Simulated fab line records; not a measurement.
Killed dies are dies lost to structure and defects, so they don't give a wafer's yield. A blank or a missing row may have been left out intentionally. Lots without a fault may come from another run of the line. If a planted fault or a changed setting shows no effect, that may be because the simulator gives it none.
8D (eight disciplines) problem report, filled in by code + flow n5Finfet + the parts of the form that need people (team, actions taken, sign-off) are left out

1. THE ISSUE
Mean of spinSpeedRpm at N5_BEOL_M7_COAT_60: 1442.8 rpm across 6 wafers in 2 lots; on wafers with no fault it is 1500.1 rpm (standard deviation 0.81). That is -71 standard deviations from the usual mean.
The step: time 60 s, resist thk 35 nm.
First seen on wafer L318.2, day 12 14:07, on lithoTrack-04. At this step, 12 wafers from 4 lots have a number in the record. The rule behind "out" and "out of limits": a value lying over 4 standard deviations away from the usual mean. Any other wafer with a number is counted as sound.

2. WHAT THIS IS AND IS NOT
| question                    | is                     | is not                                                             |
|-----------------------------|------------------------|--------------------------------------------------------------------|
| which readings at this step | spinSpeedRpm           | chillPlateTempC                                                    |
| which lots                  | L318, L319             | L309, L325                                                         |
| which wafers of those lots  | all that have a number | -                                                                  |
| read on which tools         | lithoTrack-04          | lithoTrack-01                                                      |
| when                        | from day 12 14:07      | up to then (3 sound wafers); but 3 sound wafers of L325 came after |

3. SUSPECTS, AND WHAT RULES EACH OUT
Counting: a tool at any process step up to the reading remains a suspect when it ran all the lots that are out and ran no sound lot after the first of those.
- lithoTrack-04 at N5_BEOL_M7_COAT_60 (time 60 s, resist thk 35 nm): kept. It ran every lot that is out, first L318 (day 12 14:07), and no sound lot after that; its last sound lot up to then is L309 (day 10 13:26). Out on those wafers are its own readings of spinSpeedRpm.
The count leaves lithoTrack-04 at N5_BEOL_M7_COAT_60.

4. THE CAUSE (what the simulator had put in)
Drift in process parameters on lithoTrack-04 at N5_BEOL_M7_COAT_60, starting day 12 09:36. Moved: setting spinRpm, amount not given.
After counting, this tool was the only one left.

5. SEQUENCE OF EFFECTS, ordered by route
Each row: a reading whose mean over the struck wafers that have a number lies more than 3 standard deviations from the usual. Only readings whose record carries a usual standard deviation are examined. hours: median over the lots of the time between each lot's start at the first step of this table that gives one and its start at this step. sigmas: the change, counted in usual standard deviations.
| hours | step               | reading      | usual      | on struck wafers | change | sigmas |
|-------|--------------------|--------------|------------|------------------|--------|--------|
| 0     | N5_BEOL_M7_COAT_60 | spinSpeedRpm | 1500.1 rpm | 1442.8           | -57.3  | -71    |
Here are the process steps it includes:
- N5_BEOL_M7_COAT_60: time 60 s, resist thk 35 nm.

6. HOW IT WOULD HAVE BEEN CAUGHT EARLIER
5 hours passed between the start of the fault at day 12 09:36 and the first reading out of limits in this record, taken at day 12 14:07.
